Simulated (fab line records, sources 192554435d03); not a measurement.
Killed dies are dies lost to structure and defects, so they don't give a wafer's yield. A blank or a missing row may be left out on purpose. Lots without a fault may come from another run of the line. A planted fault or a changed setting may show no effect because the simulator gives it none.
fab line records | flow n5_finfet
record lots=7 wafers=21
route steps=1938 shown BEOL_M6@1251 BEOL_M7@1308 BEOL_M8@1368 BEOL_M9@1401
start_h: hours from the record's first day to the start of the lot's first wafer shown | wait_h: hours since the lot's step before | " the same as in the row above | L1.1+2: a row that stands for several wafers | - no value, or no start given | * or withheld: withheld | < > ~ a bound
route shown NAME@n: a module of which the file shows steps, and the number in the route of the first | usual: mean/standard deviation of fault-free wafers | same: alike in all rows | chamber/n: place in a boat | sites: the reading at each site | _std_site: their standard deviation | _edge_site: outer sites' mean less inner sites' | radius_mm: how far each site lies from the wafer's centre | mask NAME#n: copy n | behind: the tool/chamber that last shaped the wafer | hold: why the lot was held/for how many hours/how that ended | device: the transistor (n, p or np) that didn't switch | end of line: the same wafers' tests at the end of the route | a step without rows: its recipe alone | killed: dies lost to structure and defects at the first sort, not the wafer's yield | map: a wafer's dies, x killed, . not, _ none there
set.NAME: the setting as run; set.NAME@STEP: as run at that earlier step | model.NAME: the simulator's own value behind a step, which no gauge read
lots whose settings were changed on purpose; a table a step, a row a wafer
## steps
# step N5_BEOL_M6_ALD_77
# recipe material=TaN target_thk_a=20 temp_c=275 ald_precursor_family=PDMAT ald_co_reactant=NH3 pressure_torr=3 carrier_flow_sccm=1500 pulse_time_s=2 purge_time_s=3 co_reactant_purge_time_s=2 co_reactant_pulse_time_s=3 ald_cycles=40 precursor_vessel_temp_c=75 precursor_vessel_pressure_torr=26.25 precursor_vessel_carrier_sccm=1000
# columns lot.wafer tool chamber start_h wait_h set.ald_cycles
L075.1+4 ald_metal-03 2,1 208.51 0.0 40
L075.3 " 3 " " 36
L079.1+2+5 ald_metal-04 0,2,1 213.21 0.0 40
L082.1+5 ald_metal-04 3,2 237.93 0.3 45
L082.3 " 2 " " 40
L083.1+2 ald_metal-03 0,3 241.00 0.0 40
L083.4 " 3 " " 36
L087.1+6 ald_metal-04 2 287.56 0.1 40
L087.4 " 3 " " 38
L096.1+5+6 ald_metal-01 1,3,2 340.41 0.1 40
L097.1+5+6 ald_metal-01 0,0,1 348.67 0.2 40
# step N5_BEOL_M6_SURFACE_TREAT_79
# recipe gas=Ar time_s=* ion_energy_ev=* ion_current_ma_cm2=0.5 pressure_mtorr=* ar_flow_sccm=30
# step N5_BEOL_M6_CVD_78
# recipe material=Co target_thk_a=20 temp_c=withheld precursor=CCTBA/H2 pressure_torr=30 time_s=142.3
# step N5_BEOL_M6_ECD_50
# recipe material=Cu target_thk_a=3000
# step N5_BEOL_M6_ANNEAL_51
# recipe temp_c=225 time_s=90 ambient=N2
# step N5_BEOL_M6_CMP_52
# recipe stop_on=SiCOH_lowk t_overpolish_s=6.9 down_force_psi=1 platen_rpm=50 clearing_platen_down_force_psi=1.5 clearing_platen_rpm=50 post_cmp_clean=cu_alkaline target_thk_nm=80 clearing_platen_pad_velocity_m_s=0.99484 pad_velocity_m_s=0.99484
# columns lot.wafer tool chamber start_h wait_h set.time_s@BEOL_M6_TRENCH_ETCH_37 model.Cu_of_BEOL_M6_ECD_50.thk_nm
L075.4 cmp-04 2 210.24 0.1 29.2 73.2
L075.1 " 0 " " 31.5 78.8
L075.3 " 1 " " 31.5 79.4
L079.1 cmp-04 0 215.09 0.3 27.9 72
L079.2 " 1 " " 31.5 77.8
L079.5 " 1 " " 27.9 67.2
L082.1 cmp-01 3 240.66 0.3 31.5 78.8
L082.3 " 2 " " 31.5 80.2
L082.5 " 3 " " 31.5 79.2
L083.2 cmp-01 3 242.06 0.2 31.5 80.6
L083.4 " 0 " " 31.5 79.6
L083.1 " 2 " " 31.5 81.8
L087.4 cmp-04 2 288.74 0.1 26.68 67
L087.1 " 0 " " 31.5 83.6
L087.6 " 2 " " 26.68 63.6
L096.1 cmp-02 3 341.81 0.3 31.5 81
L096.5 " 2 " " 27.07 65.8
L096.6 " 3 " " 27.07 64.6
L097.1 cmp-02 0 350.86 1.4 31.5 81.6
L097.6 " 3 " " 31.5 80.8
L097.5 " 0 " " 31.5 80.2
# step N5_BEOL_M6_THK_MEAS_53
# recipe thk_meas_gauge=xrf reads=Cu_of_BEOL_M6_ECD_50
# usual M6_THK=79.6/2.1
# columns lot.wafer tool chamber start_h wait_h set.time_s@BEOL_M6_TRENCH_ETCH_37 M6_THK[nm]
L075.1 film_metro-01 - 210.54 - 31.5 79.2
L075.3 " - " " 31.5 79.8
L075.4 " - " " 29.2 74.0
L079.1 film_metro-02 - 215.39 - 27.9 72.5
L079.2 " - " " 31.5 78.5
L079.5 " - " " 27.9 68.1
L082.1 film_metro-02 - 240.96 - 31.5 78.6
L082.3 " - " " 31.5 79.6
L082.5 " - " " 31.5 78.9
L083.1 film_metro-02 - 242.35 - 31.5 81.6
L083.2 " - " " 31.5 80.7
L083.4 " - " " 31.5 79.4
L087.1 film_metro-02 - 289.03 - 31.5 83.1
L087.4 " - " " 26.68 66.9
L087.6 " - " " 26.68 63.6
L096.1 film_metro-01 - 342.06 - 31.5 81.1
L096.5 " - " " 27.07 65.7
L096.6 " - " " 27.07 64.4
L097.1 film_metro-02 - 351.12 - 31.5 81.6
L097.5 " - " " 31.5 80.7
L097.6 " - " " 31.5 81.2
# step N5_BEOL_M6_PRE_CLEAN_55
# recipe gas=NH3 time_s=15 temp_c=withheld rf_power_w=300
# step N5_BEOL_M6_DEP_56
# recipe material=SiCN target_thk_a=100 temp_c=withheld precursor=3MS/NH3 pressure_torr=3 rf_w=202 time_s=17.5
# step N5_BEOL_M6_RS_MEAS_57
# recipe thk_meas_gauge=four-point-probe reads=Cu_of_BEOL_M6_ECD_50+Co_of_BEOL_M6_CVD_78+TaN_of_BEOL_M6_ALD_77
# usual M6_RS=0.288/0.0084
# columns lot.wafer tool chamber start_h wait_h set.time_s@BEOL_M6_TRENCH_ETCH_37 M6_RS[ohm/sq]
L075.1 film_metro-01 - 210.67 0.1 31.5 0.291
L075.3 " - " " 31.5 0.288
L075.4 " - " " 29.2 0.318
L079.1 film_metro-02 - 215.52 0.1 27.9 0.324
L079.2 " - " " 31.5 0.295
L079.5 " - " " 27.9 0.352
L082.1 film_metro-02 - 241.09 0.1 31.5 0.291
L082.3 " - " " 31.5 0.285
L082.5 " - " " 31.5 0.289
L083.1 film_metro-01 - 242.49 0.1 31.5 0.279
L083.2 " - " " 31.5 0.283
L083.4 " - " " 31.5 0.287
L087.1 film_metro-01 - 289.16 0.1 31.5 0.271
L087.4 " - " " 26.68 0.353
L087.6 " - " " 26.68 0.376
L096.1 film_metro-01 - 342.20 0.1 31.5 0.282
L096.5 " - " " 27.07 0.361
L096.6 " - " " 27.07 0.368
L097.1 film_metro-02 - 351.25 0.1 31.5 0.279
L097.5 " - " " 31.5 0.285
L097.6 " - " " 31.5 0.283
# step N5_BEOL_M7_TRENCH_ETCH_37
# recipe chemistry=C4F6/O2 target_depth_a=934.78 target=SiCOH_lowk time_s=31.2 ion_energy_ev=250 pressure_mtorr=30 source_w=345 bias_w=185 Ar_flow_sccm=300 C4F6_flow_sccm=10 O2_flow_sccm=10
# columns lot.wafer tool chamber start_h wait_h set.source_w model.etch.depth_nm model.BEOL_M7.feature_depth_nm
L075.1 rie_diel-05 3 - - 317.6 90.16 90.2
L075.3 " 0 " " 317.6 88.8 88.8
L075.4 " 1 " " 317.6 90.79 90.8
L079.1 rie_diel-05 0 - - 288.5 86.22 86.2
L079.2 " 3 " " 345 93.12 93.2
L079.5 " 0 " " 288.5 86.95 87
L082.1 rie_diel-05 2 - - 327.4 89.04 89
L082.3 " 1 " " 327.4 91.78 91.8
L082.5 " 2 " " 327.4 89.63 89.6
L083.1 rie_diel-01 3 - - 345 97.43 97.4
L083.2 " 0 " " 345 95.02 95
L083.4 " 1 " " 320.2 91.56 91.6
L087.1 rie_diel-06 2 - - 345 96.84 96.8
L087.4 " 1 " " 345 94.65 94.6
L087.6 " 2 " " 345 96.76 96.8
L096.1 rie_diel-01 0 - - 387 101.4 101.4
L096.5 " 3 " " 387 101.5 101.4
L096.6 " 0 " " 345 97.18 97.2
L097.1 rie_diel-05 2 - - 345 91.13 91.2
L097.5 " 0 " " 345 91.69 91.6
L097.6 " 1 " " 345 92.37 92.4
# step N5_BEOL_M7_ETCH_41
# recipe chemistry=CH3F/O2 target=SiCN target_depth_a=319 taper_deg=2 time_s=57.8 ion_energy_ev=120 mask_material=TiN pressure_mtorr=30 source_w=395 bias_w=75 Ar_flow_sccm=150 CH3F_flow_sccm=30 O2_flow_sccm=20
# usual rf_vpp_V=297.5/1.4
# columns lot.wafer tool chamber start_h wait_h set.source_w rf_vpp_V
L075.1 rie_diel-05 3 - - 395 299.2
L075.3 " 0 " " 369.1 301.0
L075.4 " 1 " " 369.1 306.4
L079.1 rie_diel-05 0 - - 340.5 310.3
L079.2 " 3 " " 340.5 313.4
L079.5 " 0 " " 395 295.0
L082.1 rie_diel-05 2 - - 429.6 290.7
L082.3 " 1 " " 395 296.6
L082.5 " 2 " " 395 297.6
L083.1 rie_diel-01 3 - - 395 297.3
L083.2 " 0 " " 395 296.9
L083.4 " 1 " " 395 298.5
L087.1 rie_diel-06 2 - - 395 299.6
L087.4 " 1 " " 395 296.9
L087.6 " 2 " " 338.4 316.5
L096.1 rie_diel-01 0 - - 395 297.9
L096.5 " 3 " " 395 296.4
L096.6 " 0 " " 395 297.2
L097.1 rie_diel-05 2 - - 395 298.5
L097.5 " 0 " " 395 296.5
L097.6 " 1 " " 395 298.2
# step N5_BEOL_M7_STRIP_80
# recipe chemistry=N2/H2 time_s=10 power_w=450 temp_c=40 pressure_mtorr=20 rf_frequency_hz=6e+07 bias_power_w=7 n2_flow_sccm=200 h2_flow_sccm=200
# step N5_BEOL_M7_OCD_MEAS_38
# usual trench_depth_nm=93.3/1.8
# columns lot.wafer tool chamber start_h wait_h set.source_w@BEOL_M7_TRENCH_ETCH_37 trench_depth_nm
L075.1 ocd-02 - 214.44 - 317.6 90.3
L075.3 " - " " 317.6 88.8
L075.4 " - " " 317.6 90.7
L079.1 ocd-02 - 220.59 - 288.5 86.7
L079.2 " - " " 345 93.2
L079.5 " - " " 288.5 86.9
L082.1 ocd-02 - 245.64 - 327.4 89.4
L082.3 " - " " 327.4 91.8
L082.5 " - " " 327.4 89.4
L083.1 ocd-02 - 247.01 - 345 97.0
L083.2 " - " " 345 95.2
L083.4 " - " " 320.2 91.8
L087.1 ocd-01 - 292.90 - 345 96.8
L087.4 " - " " 345 94.1
L087.6 " - " " 345 96.8
L096.1 ocd-01 - 347.05 - 387 101.8
L096.5 " - " " 387 101.4
L096.6 " - " " 345 96.9
L097.1 ocd-02 - 356.92 - 345 91.1
L097.5 " - " " 345 91.7
L097.6 " - " " 345 92.3
# step N5_BEOL_M8_DESCUM_33
# recipe chemistry=O2 time_s=7 source_power_w=50 bias_power_w=20 pressure_mtorr=20 rf_frequency_hz=2.712e+07 temp_c=40 resist=CAR-EUV o2_flow_sccm=225
# columns lot.wafer tool chamber start_h wait_h set.time_s model.CAR-EUV_of_BEOL_M8_COAT_22.thk_nm
L075.1+4 rie_diel-02 2,1 220.04 0.0 7 26
L075.3 " 0 " " 7 26.2
L079.1+2+5 rie_diel-04 0,2,1 234.76 0.0 7 26
L082.1+5 rie_diel-03 3,0 253.51 0.2 5.959 26.6
L082.3 " 1 " " 7 26
L083.1 rie_diel-02 3 254.59 0.6 7 26
L083.2+4 " 0,2 " " 7 26.2
L087.1+4+6 rie_diel-04 1,2,3 299.22 0.2 7 26.2
L096.1+5 rie_diel-04 0 354.45 0.0 6.12 26.4
L096.6 " 1 " " 7 26
L097.1+6 rie_diel-04 2 364.42 0.3 7 26
L097.5 " 3 " " 7 26.2
# step N5_BEOL_M8_ETCH_66
# recipe chemistry=N2/H2 target=SOC target_depth_a=800 overetch_a=160 mask_material=SiARC temp_c=40 time_s=120 ion_energy_ev=200 pressure_mtorr=30 source_w=840 bias_w=150 n2_flow_sccm=200 h2_flow_sccm=200
# usual rf_vpp_V=522.8/2.3
# columns lot.wafer tool chamber start_h wait_h set.bias_w rf_vpp_V model.SiARC_of_BEOL_M8_COAT_64.thk_nm
L075.1 rie_diel-02 2 220.12 0.0 158.8 541.7 6
L075.3 " 0 " " 150 523.8 6.6
L075.4 " 1 " " 158.8 541.3 6.2
L079.1 rie_diel-04 0 234.84 0.0 160 542.4 6
L079.2 " 2 " " 160 546.1 5.8
L079.5 " 1 " " 150 523.7 6.4
L082.1 rie_diel-03 3 253.59 0.0 163.6 550.2 5.8
L082.3 " 1 " " 150 522.2 6.2
L082.5 " 0 " " 163.6 550.2 6
L083.1 rie_diel-02 3 254.67 0.0 150 528.7 6.4
L083.2 " 0 " " 150 525.2 6.6
L083.4 " 2 " " 150 522.3 6.4
L087.1 rie_diel-04 1 299.30 0.0 150 520.9 6.4
L087.4 " 2 " " 170.2 568.6 5.2
L087.6 " 3 " " 150 524.1 6.4
L096.1 rie_diel-04 0 354.53 0.0 150 521.0 6.6
L096.5 " 0 " " 150 521.0 6.6
L096.6 " 1 " " 150 520.6 6.6
L097.1 rie_diel-04 2 364.50 0.0 150 524.5 6.4
L097.5 " 3 " " 150 526.1 6.4
L097.6 " 2 " " 150 524.1 6.4
# step N5_BEOL_M9_ILD_DEP_00
# recipe material=SiCOH_lowk target_thk_a=3085.1 temp_c=300 precursor=DEMS/porogen pressure_torr=5 rf_w=500 time_s=58
# columns lot.wafer tool chamber start_h wait_h set.time_s model.SiCOH_lowk_of_BEOL_M9_ILD_DEP_00.thk_nm
L075.1 pecvd-03 1 223.15 0.0 58 308.2
L075.3 " 2 " " 63.35 333.2
L075.4 " 0 " " 58 311.8
L079.1 pecvd-04 1 238.60 0.0 58 302.8
L079.2 " 0 " " 52.96 281.2
L079.5 " 0 " " 58 315.4
L082.1 pecvd-01 1 258.09 0.0 62.41 328.6
L082.3 " 2 " " 58 308.8
L082.5 " 1 " " 58 311.2
L083.1 pecvd-04 1 258.41 0.0 58 303.4
L083.2 " 2 " " 58 305.2
L083.4 " 2 " " 58 315
L087.1 pecvd-01 1 303.45 0.0 58 303.6
L087.4 " 0 " " 49.44 269
L087.6 " 1 " " 58 311.8
L096.1 pecvd-04 2 358.55 0.0 61.6 324
L096.5 " 2 " " 61.6 326.8
L096.6 " 1 " " 58 305.2
L097.1 pecvd-01 1 368.84 0.0 58 310.8
L097.5 " 0 " " 58 313
L097.6 " 1 " " 58 316
# step N5_BEOL_M9_CURE_71
# recipe temp_c=385 time_s=240 ambient=He/Ar material=SiCOH_lowk
# columns lot.wafer tool chamber start_h wait_h set.time_s@BEOL_M9_ILD_DEP_00 model.SiCOH_lowk_of_BEOL_M9_ILD_DEP_00.thk_nm
L075.1 uv_cure-02 0 223.68 0.5 58 267.6
L075.3 " 0 " " 63.35 289.8
L075.4 " 0 " " 58 271
L079.1 uv_cure-03 0 238.68 0.0 58 263
L079.2 " 0 " " 52.96 243.8
L079.5 " 0 " " 58 274
L082.1 uv_cure-03 2 258.17 0.0 62.41 285.8
L082.3 " 2 " " 58 268.2
L082.5 " 2 " " 58 270.4
L083.1 uv_cure-02 1 258.48 0.0 58 263.6
L083.2 " 1 " " 58 265.2
L083.4 " 1 " " 58 273.6
L087.1 uv_cure-02 1 303.53 0.0 58 263.6
L087.4 " 1 " " 49.44 233.2
L087.6 " 1 " " 58 271
L096.1 uv_cure-03 2 358.63 0.0 61.6 281.6
L096.5 " 2 " " 61.6 284.2
L096.6 " 2 " " 58 265
L097.1 uv_cure-03 1 368.92 0.0 58 270
L097.5 " 1 " " 58 271.8
L097.6 " 1 " " 58 274.6
# step N5_BEOL_M9_THK_MEAS_01
# recipe reads=SiCOH_lowk_of_BEOL_M9_ILD_DEP_00
# usual M9_ILD_THK=269/3.5
# columns lot.wafer tool chamber start_h wait_h set.time_s@BEOL_M9_ILD_DEP_00 M9_ILD_THK[nm]
L075.1 film_metro-02 - 224.19 0.4 58 268
L075.3 " - " " 63.35 290
L075.4 " - " " 58 271
L079.1 film_metro-02 - 239.19 0.4 58 263
L079.2 " - " " 52.96 244
L079.5 " - " " 58 274
L082.1 film_metro-01 - 258.68 0.4 62.41 286
L082.3 " - " " 58 268
L082.5 " - " " 58 270
L083.1 film_metro-01 - 259.00 0.4 58 263
L083.2 " - " " 58 265
L083.4 " - " " 58 274
L087.1 film_metro-02 - 304.04 0.4 58 264
L087.4 " - " " 49.44 233
L087.6 " - " " 58 271
L096.1 film_metro-01 - 359.14 0.4 61.6 282
L096.5 " - " " 61.6 284
L096.6 " - " " 58 265
L097.1 film_metro-01 - 369.43 0.4 58 270
L097.5 " - " " 58 272
L097.6 " - " " 58 275
# step N5_BEOL_M9_TRENCH_ETCH_37
# recipe chemistry=C4F6/O2 target_depth_a=1514.3 target=SiCOH_lowk time_s=49 ion_energy_ev=250 pressure_mtorr=30 source_w=345 bias_w=185 Ar_flow_sccm=300 C4F6_flow_sccm=10 O2_flow_sccm=10
# columns lot.wafer tool chamber start_h wait_h set.source_w model.BEOL_M9.feature_depth_nm model.etch.depth_nm
L075.1 rie_diel-01 2 - - 345 148.4 148.4
L075.3 " 1 " " 345 152.2 152.2
L075.4 " 3 " " 387.7 163.8 163.8
L079.1 rie_diel-05 3 - - 345 149.2 149.2
L079.2 " 1 " " 345 150.8 150.7
L079.5 " 2 " " 345 147 146.9
L082.1 rie_diel-05 1 - - 299.4 141.2 141.2
L082.3 " 2 " " 299.4 139.2 139.1
L082.5 " 1 " " 345 151.6 151.7
L083.1 rie_diel-01 0 - - 345 152.6 152.7
L083.2 " 3 " " 345 156.6 156.5
L083.4 " 1 " " 345 151.4 151.3
L087.1 rie_diel-05 1 - - 345 149.8 149.7
L087.4 " 2 " " 323.8 141.8 141.9
L087.6 " 0 " " 323.8 143.8 143.8
L096.1 rie_diel-01 3 - - 345 154 154
L096.5 " 3 " " 366.1 157.4 157.3
L096.6 " 0 " " 366.1 157.2 157.2
L097.1 rie_diel-06 1 - - 345 154.2 154.1
L097.5 " 2 " " 345 156 156
L097.6 " 1 " " 345 154.6 154.6
# step N5_BEOL_M9_ETCH_41
# recipe chemistry=CH3F/O2 target=SiCN target_depth_a=366 taper_deg=2 time_s=70.1 ion_energy_ev=120 mask_material=TiN pressure_mtorr=30 source_w=395 bias_w=75 Ar_flow_sccm=150 CH3F_flow_sccm=30 O2_flow_sccm=20
# step N5_BEOL_M9_STRIP_80
# recipe chemistry=N2/H2 time_s=10 power_w=450 temp_c=40 pressure_mtorr=20 rf_frequency_hz=6e+07 bias_power_w=7 n2_flow_sccm=200 h2_flow_sccm=200
# step N5_BEOL_M9_OCD_MEAS_38
# usual trench_depth_nm=151/3.3
# columns lot.wafer tool chamber start_h wait_h set.source_w@BEOL_M9_TRENCH_ETCH_37 trench_depth_nm
L075.1 ocd-01 - 234.96 - 345 148
L075.3 " - " " 345 152
L075.4 " - " " 387.7 164
L079.1 ocd-02 - 243.56 - 345 149
L079.2 " - " " 345 151
L079.5 " - " " 345 147
L082.1 ocd-02 - 262.47 - 299.4 141
L082.3 " - " " 299.4 139
L082.5 " - " " 345 151
L083.1 ocd-01 - 262.82 - 345 152
L083.2 " - " " 345 157
L083.4 " - " " 345 151
L087.1 ocd-02 - 310.78 - 345 150
L087.4 " - " " 323.8 142
L087.6 " - " " 323.8 144
L096.1 ocd-01 - 362.58 - 345 154
L096.5 " - " " 366.1 157
L096.6 " - " " 366.1 157
L097.1 ocd-01 - 373.52 - 345 154
L097.5 " - " " 345 156
L097.6 " - " " 345 155
## key
split step=N5_BEOL_M6_ALD_77 setting=ald_cycles stated=40 by=wafer
response none clear
split step=N5_BEOL_M7_TRENCH_ETCH_37 setting=source_w stated=345 by=wafer
response step=N5_BEOL_M7_TRENCH_ETCH_37 reading=model.etch.depth_nm change=+0.412 per=1% r=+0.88
response step=N5_BEOL_M7_TRENCH_ETCH_37 reading=model.BEOL_M7.feature_depth_nm change=+0.411 per=1% r=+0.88
response step=N5_BEOL_M7_OCD_MEAS_38 reading=trench_depth_nm change=+0.413 per=1% r=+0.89
split step=N5_BEOL_M7_ETCH_41 setting=source_w stated=395 by=wafer
response step=N5_BEOL_M7_ETCH_41 reading=rf_vpp_V change=-1.12 per=1% r=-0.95
split step=N5_BEOL_M8_DESCUM_33 setting=time_s stated=7 by=wafer
response step=N5_BEOL_M8_DESCUM_33 reading=model.CAR-EUV_of_BEOL_M8_COAT_22.thk_nm change=-0.0368 per=1% r=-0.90
split step=N5_BEOL_M8_ETCH_66 setting=bias_w stated=150 by=wafer
response step=N5_BEOL_M8_ETCH_66 reading=rf_vpp_V change=+3.26 per=1% r=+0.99
response step=N5_BEOL_M8_ETCH_66 reading=model.SiARC_of_BEOL_M8_COAT_64.thk_nm change=-0.0734 per=1% r=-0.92
split step=N5_BEOL_M9_ILD_DEP_00 setting=time_s stated=58 by=wafer
response step=N5_BEOL_M9_ILD_DEP_00 reading=model.SiCOH_lowk_of_BEOL_M9_ILD_DEP_00.thk_nm change=+2.73 per=1% r=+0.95
response step=N5_BEOL_M9_CURE_71 reading=model.SiCOH_lowk_of_BEOL_M9_ILD_DEP_00.thk_nm change=+2.41 per=1% r=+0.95
response step=N5_BEOL_M9_THK_MEAS_01 reading=M9_ILD_THK change=+2.41 per=1% r=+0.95
split step=N5_BEOL_M9_TRENCH_ETCH_37 setting=source_w stated=345 by=wafer
response step=N5_BEOL_M9_TRENCH_ETCH_37 reading=model.BEOL_M9.feature_depth_nm change=+0.945 per=1% r=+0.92
response step=N5_BEOL_M9_TRENCH_ETCH_37 reading=model.etch.depth_nm change=+0.948 per=1% r=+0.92
response step=N5_BEOL_M9_OCD_MEAS_38 reading=trench_depth_nm change=+0.945 per=1% r=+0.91
split outside_this_file step=N5_BEOL_M6_TRENCH_ETCH_37 setting=time_s
# split outside_this_file: this setting was split too, and the file shows its column; the key of that split is in another file
